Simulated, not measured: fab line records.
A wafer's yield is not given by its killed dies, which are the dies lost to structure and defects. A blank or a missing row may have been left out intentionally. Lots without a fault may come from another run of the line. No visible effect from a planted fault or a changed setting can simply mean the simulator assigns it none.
Chamber matching    flow n5_finfet    N5_ILD0_LINER_00 on ald_sin-03: 4 sister chambers
The step material SiNx, target thk 4 nm, pulse time 1 s, purge time 2 s. 8 wafers are shown with their chamber, then 7 later ones without.

== WAFERS WITH THEIR CHAMBER ==
wafer   chamber  heater_power_w (W)  precursor_pulse_height_rel
L688.4  1        772                 1.004
L697.1  1        774                 0.974
L697.5  3        793                 1.001
L697.6  0        817                 0.975
L699.2  3        767                 1.034
L699.5  2        955                 1.003
L700.2  2        931                 0.969
L700.3  0        805                 1.006

== WAFERS WITH NO CHAMBER GIVEN ==
wafer   heater_power_w (W)  precursor_pulse_height_rel
L700.4  787                 0.996
L701.2  953                 0.980
L701.4  784                 1.002
L701.5  773                 0.983
L702.1  815                 1.011
L702.3  966                 0.991
L702.6  808                 0.995

== WHICH CHAMBER EACH ONE RAN IN ==
wafer    from the rows above            in truth
L700.4   can't be placed: 3 or 1 or 0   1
L701.2   2                              2
L701.4   can't be placed: 3 or 1 or 0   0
L701.5   can't be placed: 1 or 3        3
L702.1   can't be placed: 0 or 3        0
L702.3   2                              2
L702.6   0                              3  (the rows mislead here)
Correctly placed: 2 of 7. Not placeable from these rows: 4 (in 4, the candidates include the true chamber). Placed wrongly: 1.
How it was worked out, from the rows above alone: a wafer's distance from a chamber is the root of the sum, over the readings, of the square of ((its reading less the chamber's mean) divided by the reading's scatter). If the next closest chamber is less than 2 further off than the closest, the wafer can't be placed; otherwise it belongs to the closest. For every chamber, the mean is computed from those of its wafers that are shown. How the scatter is found: for the shown wafers, subtract from each reading the mean of its chamber, square and add these, divide the total by (wafers less chambers), then take the root.
